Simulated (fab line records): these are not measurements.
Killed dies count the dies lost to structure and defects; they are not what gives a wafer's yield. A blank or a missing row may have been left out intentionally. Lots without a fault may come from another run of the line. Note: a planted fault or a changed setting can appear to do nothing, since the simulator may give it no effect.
Which tool did it?    flow nand-harc    66 wafers from 22 lots sampled at 6 of the route's 1302 steps

## WHAT EACH GAUGE READ, for each wafer
The record holds no reading of a measuring or inspecting step that can be judged against a usual standard deviation.

## EACH LOT AND THE TOOL THAT RAN IT (in order: tool; ch and the chambers of the sampled wafers; start)
lot   NHARC_A_WL_FILL_STRIP_29            NHARC_A_CONTACT_DEP_24           NHARC_A_CONTACT_DEP_29           NHARC_A_CONTACT_ETCH_48             NHARC_A_CONTACT_DESCUM_74           NHARC_A_CONTACT_ETCH_125
L074  rie-diel-10 ch 0,2,3, day 20 08:16  pecvd-02 ch 0,1,2, day 20 14:55  pecvd-04 ch 0,1,2, day 20 19:44  rie-diel-12 ch 0,1,2, day 20 20:59  rie-diel-08 ch 0,2, day 21 11:41    har-cap-etch-03 ch 0,1, day 21 13:49
L075  rie-diel-10 ch 2,3, day 21 07:31    pecvd-04 ch 0,1,2, day 21 14:11  pecvd-02 ch 0,1,2, day 21 19:08  rie-diel-12 ch 0,2,3, day 21 20:07  rie-diel-12 ch 1,2, day 22 06:17    har-cap-etch-03 ch 0,1, day 22 08:20
L077  rie-diel-10 ch 0,2,3, day 22 07:41  pecvd-03 ch 0,1, day 22 14:10    pecvd-02 ch 0,1,2, day 22 18:59  rie-diel-12 ch 1,2, day 22 19:52    rie-diel-12 ch 0,2, day 23 07:10    har-cap-etch-03 ch 0,1, day 23 08:56
L078  rie-diel-04 ch 0,1,2, day 22 07:42  pecvd-02 ch 0,1,2, day 22 14:14  pecvd-02 ch 0,1,2, day 22 19:43  rie-diel-08 ch 0,1,2, day 22 20:35  rie-diel-12 ch 1,2,3, day 23 08:41  har-cap-etch-02 ch 0,1, day 23 10:28
L079  rie-diel-13 ch 0,1,3, day 23 10:55  pecvd-03 ch 0,1, day 23 17:22    pecvd-04 ch 0,1, day 23 22:12    rie-diel-12 ch 1,2,3, day 23 23:12  rie-diel-12 ch 0,2,3, day 24 16:59  har-cap-etch-02 ch 0,1, day 24 19:28
L080  rie-diel-10 ch 1,2, day 23 11:53    pecvd-04 ch 0,1, day 23 17:26    pecvd-02 ch 0,2, day 23 22:11    rie-diel-09 ch 2,3, day 23 23:01    rie-diel-12 ch 0,3, day 24 16:49    har-cap-etch-01 ch 0,1, day 24 18:49
L081  rie-diel-10 ch 0,2,3, day 23 15:40  pecvd-04 ch 0,1,2, day 23 22:42  pecvd-02 ch 0,1,2, day 24 03:26  rie-diel-09 ch 2,3, day 24 04:13    rie-diel-09 ch 1,2,3, day 24 17:26  har-cap-etch-03 ch 0,1, day 24 19:17
L082  rie-diel-10 ch 0,1,2, day 24 03:58  pecvd-04 ch 0,2, day 24 10:29    pecvd-03 ch 1,2, day 24 20:18    rie-diel-12 ch 0,1,2, day 24 21:20  rie-diel-12 ch 0,1,3, day 25 09:41  har-cap-etch-02 ch 0,1, day 25 11:26
L083  rie-diel-13 ch 1,3, day 24 15:37    pecvd-04 ch 0,1,2, day 24 22:12  pecvd-03 ch 0,1,2, day 25 03:00  rie-diel-12 ch 0,1,3, day 25 03:58  rie-diel-09 ch 0,1,2, day 25 14:07  har-cap-etch-03 ch 0,1, day 25 15:51
L085  rie-diel-04 ch 0,1,2, day 25 06:24  pecvd-04 ch 0,1, day 25 13:01    pecvd-03 ch 1,2, day 25 18:01    rie-diel-12 ch 1,3, day 25 18:53    rie-diel-12 ch 1,2, day 26 05:46    har-cap-etch-03 ch 0,1, day 26 07:51
L084  rie-diel-10 ch 1,2,3, day 25 09:10  pecvd-04 ch 1,2, day 25 15:39    pecvd-03 ch 0,1, day 25 20:35    rie-diel-08 ch 0,3, day 25 21:33    rie-diel-12 ch 1,2,3, day 26 07:37  har-cap-etch-01 ch 0,1, day 26 09:25
L086  rie-diel-13 ch 0,3, day 25 12:12    pecvd-04 ch 0,1, day 25 18:49    pecvd-02 ch 0,2, day 26 02:41    rie-diel-12 ch 0,2, day 26 03:41    rie-diel-12 ch 0,1, day 26 14:17    har-cap-etch-02 ch 0,1, day 26 16:03
L087  rie-diel-13 ch 0,2,3, day 26 04:44  pecvd-03 ch 0,1, day 26 11:13    pecvd-04 ch 0,1,2, day 26 17:14  rie-diel-08 ch 0,1,2, day 26 18:12  rie-diel-12 ch 0,1,2, day 27 08:26  har-cap-etch-01 ch 0,1, day 27 10:12
L090  rie-diel-04 ch 1,3, day 27 01:26    pecvd-03 ch 0,1,2, day 27 07:49  pecvd-02 ch 0,2, day 27 12:44    rie-diel-12 ch 0,1,3, day 27 13:40  rie-diel-12 ch 0,2, day 27 23:50    har-cap-etch-01 ch 1, day 28 01:34
L089  rie-diel-10 ch 1,2,3, day 27 04:35  pecvd-02 ch 0,1, day 27 10:59    pecvd-02 ch 0,1, day 27 15:55    rie-diel-12 ch 1,3, day 27 16:44    rie-diel-12 ch 0,1,2, day 28 04:49  har-cap-etch-02 ch 1, day 28 06:34
L092  rie-diel-04 ch 1,3, day 28 05:55    pecvd-02 ch 0,1, day 28 12:29    pecvd-04 ch 0,1,2, day 28 17:16  rie-diel-12 ch 0,1,3, day 28 18:17  rie-diel-08 ch 0,1,2, day 29 05:26  har-cap-etch-03 ch 0,1, day 29 07:23
L091  rie-diel-13 ch 0,2,3, day 28 15:23  pecvd-03 ch 1,2, day 28 21:57    pecvd-04 ch 0,1, day 29 02:49    rie-diel-12 ch 0,1, day 29 03:43    rie-diel-08 ch 1,2,3, day 29 13:47  har-cap-etch-02 ch 1, day 29 15:45
L094  rie-diel-04 ch 0,1, day 29 05:24    pecvd-02 ch 0,1, day 29 11:59    pecvd-02 ch 0,1,2, day 29 16:48  rie-diel-09 ch 1,2,3, day 29 17:47  rie-diel-08 ch 0,1,2, day 30 03:55  har-cap-etch-03 ch 1, day 30 05:40
L093  rie-diel-13 ch 0,2,3, day 29 05:26  pecvd-03 ch 0,1,2, day 29 12:14  pecvd-03 ch 0,1,2, day 29 17:13  rie-diel-12 ch 0,1,2, day 29 18:13  rie-diel-12 ch 0,1,3, day 30 07:14  har-cap-etch-01 ch 0,1, day 30 09:02
L095  rie-diel-13 ch 1,2,3, day 29 22:43  pecvd-03 ch 0,2, day 30 05:13    pecvd-04 ch 0,1,2, day 30 10:26  rie-diel-12 ch 0,2,3, day 30 11:18  rie-diel-08 ch 0,1,3, day 30 21:20  har-cap-etch-03 ch 0,1, day 30 23:05
L096  rie-diel-10 ch 0,2, day 30 12:19    pecvd-04 ch 0,2, day 30 18:53    pecvd-03 ch 0,1,2, day 30 23:40  rie-diel-12 ch 0,1,2, day 31 00:40  rie-diel-12 ch 1,2,3, day 31 12:31  har-cap-etch-03 ch 1, day 31 14:25
L097  rie-diel-04 ch 0,1,3, day 31 09:07  pecvd-04 ch 0,2, day 31 15:46    pecvd-04 ch 0,1, day 31 20:47    rie-diel-08 ch 0,1,3, day 31 21:40  rie-diel-08 ch 1,2,3, day 32 07:45  har-cap-etch-03 ch 0,1, day 32 09:38
- NHARC_A_WL_FILL_STRIP_29: strips in O2, time 20 s.
- NHARC_A_CONTACT_DEP_24: deposits SiO2, target thk 500 nm.
- NHARC_A_CONTACT_DEP_29: deposits SiON, target thk 100 nm.
- NHARC_A_CONTACT_ETCH_48: etches the open film in CF4, target depth 39 nm, time 65 s.
- NHARC_A_CONTACT_DESCUM_74: chemistry O2, time 3 s.
- NHARC_A_CONTACT_ETCH_125: etches the open film in C4F8/O2/Ar, time 197 s, target depth 1918 nm.

## WHAT THE TOOLS THEMSELVES READ (means of the sampled wafers that have a number; where no wafer has one, the mark that the record gives instead)
NHARC_A_WL_FILL_STRIP_29. Usual: chamber-pressure-mTorr 60.00 mTorr, standard deviation 0.057; drypump-motor-current-A 5.5 A, standard deviation 0.46; oes-product-au 0.995 a.u., standard deviation 0.011; rf-vpp-V 57.9 V, standard deviation 0.94; showerhead-plenum-p-Torr 3.54 Torr, standard deviation 0.12; throttle-valve-pct 17.036 %, standard deviation 0.0092.
lot   tool         chamber-pressure-mTorr (mTorr)  drypump-motor-current-A (A)  oes-product-au (a.u.)  rf-vpp-V (V)  showerhead-plenum-p-Torr (Torr)  throttle-valve-pct (%)  flag
L074  rie-diel-10  60.01                           5.3                          0.997                  57.6          3.54                             17.034                  
L075  rie-diel-10  60.01                           5.2                          0.989                  57.9          3.51                             17.027                  
L077  rie-diel-10  60.04                           5.3                          1.004                  58.6          3.54                             17.032                  
L078  rie-diel-04  59.96                           5.5                          0.996                  58.7          3.54                             17.027                  
L079  rie-diel-13  60.00                           5.8                          0.994                  57.8          3.47                             17.034                  
L080  rie-diel-10  60.00                           5.3                          0.986                  57.3          3.47                             17.041                  
L081  rie-diel-10  60.01                           5.3                          0.994                  57.0          3.54                             17.040                  
L082  rie-diel-10  60.06                           5.4                          0.993                  58.2          3.50                             17.032                  
L083  rie-diel-13  60.07                           5.7                          0.988                  58.8          3.51                             17.041                  
L085  rie-diel-04  60.03                           5.5                          0.988                  57.9          3.54                             17.034                  
L084  rie-diel-10  59.98                           5.1                          1.001                  56.6          3.45                             17.046                  
L086  rie-diel-13  60.00                           5.9                          1.000                  57.8          3.51                             17.026                  
L087  rie-diel-13  59.97                           6.0                          0.986                  57.6          3.59                             17.038                  
L090  rie-diel-04  60.01                           5.1                          1.005                  58.7          3.70                             17.035                  
L089  rie-diel-10  60.01                           5.0                          0.995                  58.5          3.45                             17.042                  
L092  rie-diel-04  60.07                           5.1                          0.988                  58.3          3.70                             17.038                  
L091  rie-diel-13  60.01                           6.0                          0.996                  58.1          3.59                             17.042                  
L094  rie-diel-04  60.02                           5.4                          1.002                  57.5          3.50                             17.035                  
L093  rie-diel-13  60.00                           6.0                          0.987                  58.5          3.59                             17.036                  
L095  rie-diel-13  59.98                           5.9                          0.991                  57.3          3.55                             17.040                  
L096  rie-diel-10  59.99                           5.5                          0.999                  58.2          3.56                             17.039                  
L097  rie-diel-04  60.03                           5.3                          1.009                  58.3          3.60                             17.037                  

NHARC_A_CONTACT_DEP_24. Usual: heater-power-outer-w 327 W, standard deviation 83; heater-power-w 574 W, standard deviation 110; throttle-valve-pct 15.9 %, standard deviation 0.41.
lot   tool      heater-power-outer-w (W)  heater-power-w (W)  throttle-valve-pct (%)  flag
L074  pecvd-02  328                       552                 16.1                    
L075  pecvd-04  370                       643                 15.6                    
L077  pecvd-03  257                       494                 16.2                    
L078  pecvd-02  291                       505                 16.2                    
L079  pecvd-03  247                       495                 16.3                    
L080  pecvd-04  393                       702                 16.0                    
L081  pecvd-04  354                       628                 15.7                    
L082  pecvd-04  325                       552                 15.2                    
L083  pecvd-04  318                       575                 15.9                    
L085  pecvd-04  454                       783                 16.2                    
L084  pecvd-04  331                       597                 15.9                    
L086  pecvd-04  387                       681                 16.2                    
L087  pecvd-03  209                       445                 15.8                    
L090  pecvd-03  292                       530                 15.7                    
L089  pecvd-02  289                       489                 16.0                    
L092  pecvd-02  320                       544                 16.3                    
L091  pecvd-03  274                       507                 15.6                    
L094  pecvd-02  289                       485                 16.2                    
L093  pecvd-03  331                       585                 15.8                    
L095  pecvd-03  364                       602                 15.9                    
L096  pecvd-04  315                       534                 15.5                    
L097  pecvd-04  291                       510                 15.7                    

NHARC_A_CONTACT_DEP_29. Usual: heater-power-outer-w 469 W, standard deviation 68; heater-power-w 759 W, standard deviation 94.
lot   tool      heater-power-outer-w (W)  heater-power-w (W)  flag
L074  pecvd-04  472                       788                 
L075  pecvd-02  432                       693                 
L077  pecvd-02  468                       751                 
L078  pecvd-02  430                       686                 
L079  pecvd-04  516                       822                 
L080  pecvd-02  423                       683                 
L081  pecvd-02  466                       740                 
L082  pecvd-03  526                       818                 
L083  pecvd-03  476                       772                 
L085  pecvd-03  433                       719                 
L084  pecvd-03  413                       705                 
L086  pecvd-02  477                       762                 
L087  pecvd-04  527                       852                 
L090  pecvd-02  462                       731                 
L089  pecvd-02  462                       712                 
L092  pecvd-04  490                       802                 
L091  pecvd-04  547                       888                 
L094  pecvd-02  449                       732                 
L093  pecvd-03  480                       778                 
L095  pecvd-04  519                       830                 
L096  pecvd-03  432                       696                 
L097  pecvd-04  538                       876                 

NHARC_A_CONTACT_ETCH_48. Usual: chamber-pressure-mTorr 50.00 mTorr, standard deviation 0.047; drypump-motor-current-A 6.2 A, standard deviation 0.46; oes-product-au 0.998 a.u., standard deviation 0.0092; rf-vpp-V 150.9 V, standard deviation 1.1; showerhead-plenum-p-Torr 1.74 Torr, standard deviation 0.063; throttle-valve-pct 13.284 %, standard deviation 0.0087.
lot   tool         chamber-pressure-mTorr (mTorr)  drypump-motor-current-A (A)  oes-product-au (a.u.)  rf-vpp-V (V)  showerhead-plenum-p-Torr (Torr)  throttle-valve-pct (%)  flag
L074  rie-diel-12  50.00                           6.3                          0.995                  151.0         1.74                             13.290                  
L075  rie-diel-12  50.02                           6.0                          1.007                  151.7         1.74                             13.294                  
L077  rie-diel-12  49.98                           6.3                          1.004                  151.5         1.72                             13.289                  
L078  rie-diel-08  50.02                           6.2                          0.991                  152.4         1.85                             13.285                  
L079  rie-diel-12  50.03                           6.0                          1.014                  150.7         1.72                             13.289                  
L080  rie-diel-09  50.02                           6.2                          0.995                  150.5         1.73                             13.290                  
L081  rie-diel-09  50.03                           6.2                          0.997                  150.0         1.73                             13.282                  
L082  rie-diel-12  49.97                           6.3                          0.995                  151.1         1.74                             13.283                  
L083  rie-diel-12  50.02                           6.4                          1.000                  151.0         1.70                             13.280                  
L085  rie-diel-12  49.99                           6.1                          0.999                  150.6         1.69                             13.287                  
L084  rie-diel-08  50.06                           6.3                          1.006                  151.3         1.72                             13.285                  
L086  rie-diel-12  49.94                           6.2                          1.002                  150.6         1.75                             13.289                  
L087  rie-diel-08  50.00                           6.2                          1.006                  152.5         1.84                             13.288                  
L090  rie-diel-12  50.05                           6.4                          0.989                  151.0         1.70                             13.279                  
L089  rie-diel-12  50.01                           6.1                          0.995                  150.1         1.69                             13.281                  
L092  rie-diel-12  49.99                           6.4                          0.997                  151.3         1.70                             13.284                  
L091  rie-diel-12  50.00                           6.7                          0.991                  150.3         1.70                             13.284                  
L094  rie-diel-09  50.06                           5.9                          0.999                  151.2         1.77                             13.294                  
L093  rie-diel-12  49.99                           6.3                          0.988                  150.9         1.73                             13.283                  
L095  rie-diel-12  49.98                           6.0                          0.995                  150.2         1.73                             13.277                  
L096  rie-diel-12  49.97                           6.3                          0.992                  150.2         1.73                             13.282                  
L097  rie-diel-08  49.98                           6.2                          1.005                  152.2         1.76                             13.289                  

NHARC_A_CONTACT_DESCUM_74. Usual: chamber-pressure-mTorr 60.01 mTorr, standard deviation 0.053; drypump-motor-current-A 6.2 A, standard deviation 0.43; oes-product-au 1.003 a.u., standard deviation 0.0086; rf-vpp-V 57.5 V, standard deviation 0.8; showerhead-plenum-p-Torr 1.89 Torr, standard deviation 0.081; throttle-valve-pct 11.312 %, standard deviation 0.0095.
lot   tool         chamber-pressure-mTorr (mTorr)  drypump-motor-current-A (A)  oes-product-au (a.u.)  rf-vpp-V (V)  showerhead-plenum-p-Torr (Torr)  throttle-valve-pct (%)  flag
L074  rie-diel-08  60.05                           6.3                          1.001                  57.5          2.01                             11.310                  
L075  rie-diel-12  59.95                           5.9                          0.999                  56.9          1.89                             11.315                  
L077  rie-diel-12  59.98                           6.2                          1.007                  58.1          1.90                             11.322                  
L078  rie-diel-12  59.98                           6.0                          1.007                  57.0          1.86                             11.324                  
L079  rie-diel-12  60.01                           6.0                          1.007                  57.3          1.88                             11.309                  
L080  rie-diel-12  59.91                           6.1                          1.006                  57.5          1.84                             11.316                  
L081  rie-diel-09  60.03                           5.9                          1.001                  57.6          1.93                             11.314                  
L082  rie-diel-12  59.99                           6.4                          1.007                  56.6          1.84                             11.313                  
L083  rie-diel-09  60.02                           6.1                          0.997                  57.5          1.87                             11.315                  
L085  rie-diel-12  59.96                           6.4                          1.002                  57.2          1.85                             11.307                  
L084  rie-diel-12  60.02                           6.0                          1.011                  57.8          1.85                             11.308                  
L086  rie-diel-12  60.00                           6.7                          0.997                  57.3          1.83                             11.319                  
L087  rie-diel-12  60.02                           6.3                          1.000                  57.1          1.87                             11.310                  
L090  rie-diel-12  59.99                           6.3                          0.993                  57.5          1.89                             11.312                  
L089  rie-diel-12  59.97                           6.3                          0.998                  58.0          1.87                             11.312                  
L092  rie-diel-08  60.00                           6.2                          1.006                  58.4          1.99                             11.309                  
L091  rie-diel-08  59.96                           6.2                          1.019                  57.2          1.96                             11.307                  
L094  rie-diel-08  59.95                           6.2                          0.999                  58.7          1.99                             11.310                  
L093  rie-diel-12  60.00                           6.4                          0.998                  57.0          1.84                             11.316                  
L095  rie-diel-08  60.03                           6.2                          1.010                  58.0          1.91                             11.317                  
L096  rie-diel-12  60.02                           6.0                          0.999                  57.6          1.85                             11.306                  
L097  rie-diel-08  60.00                           6.2                          1.013                  57.0          1.95                             11.312                  

NHARC_A_CONTACT_ETCH_125. Usual: chamber-pressure-mTorr at 20.001 mTorr, with a standard deviation of 0.021.
lot   tool             chamber-pressure-mTorr (mTorr)  flag
L074  har-cap-etch-03  19.989                          
L075  har-cap-etch-03  19.993                          
L077  har-cap-etch-03  20.011                          
L078  har-cap-etch-02  20.003                          
L079  har-cap-etch-02  20.001                          
L080  har-cap-etch-01  19.998                          
L081  har-cap-etch-03  20.020                          
L082  har-cap-etch-02  19.998                          
L083  har-cap-etch-03  20.001                          
L085  har-cap-etch-03  19.991                          
L084  har-cap-etch-01  20.006                          
L086  har-cap-etch-02  19.991                          
L087  har-cap-etch-01  20.001                          
L090  har-cap-etch-01  20.003                          
L089  har-cap-etch-02  19.995                          
L092  har-cap-etch-03  19.985                          
L091  har-cap-etch-02  19.993                          
L094  har-cap-etch-03  20.020                          
L093  har-cap-etch-01  19.981                          
L095  har-cap-etch-03  19.998                          
L096  har-cap-etch-03  20.002                          
L097  har-cap-etch-03  20.013                          

## THE ANSWER, worked out from the rows above alone
Rule: a lot is off if the mean of its wafers that have a number lies more than 3 standard deviations from the usual mean. Also off: a lot with no number at a reading for which 4 or more lots have one. The other lots that the step has rows for count as sound. The gauges are gone through in route order, then the tools' own readings, and for those a lot's mean is taken as printed above. The first step at which some lot is off is used, and at that step the reading that is off furthest; a lot without a number counts as furthest.
No lot is off at any reading shown: from this, nothing can be told.

## WHAT WAS PUT IN BY THE SIMULATOR
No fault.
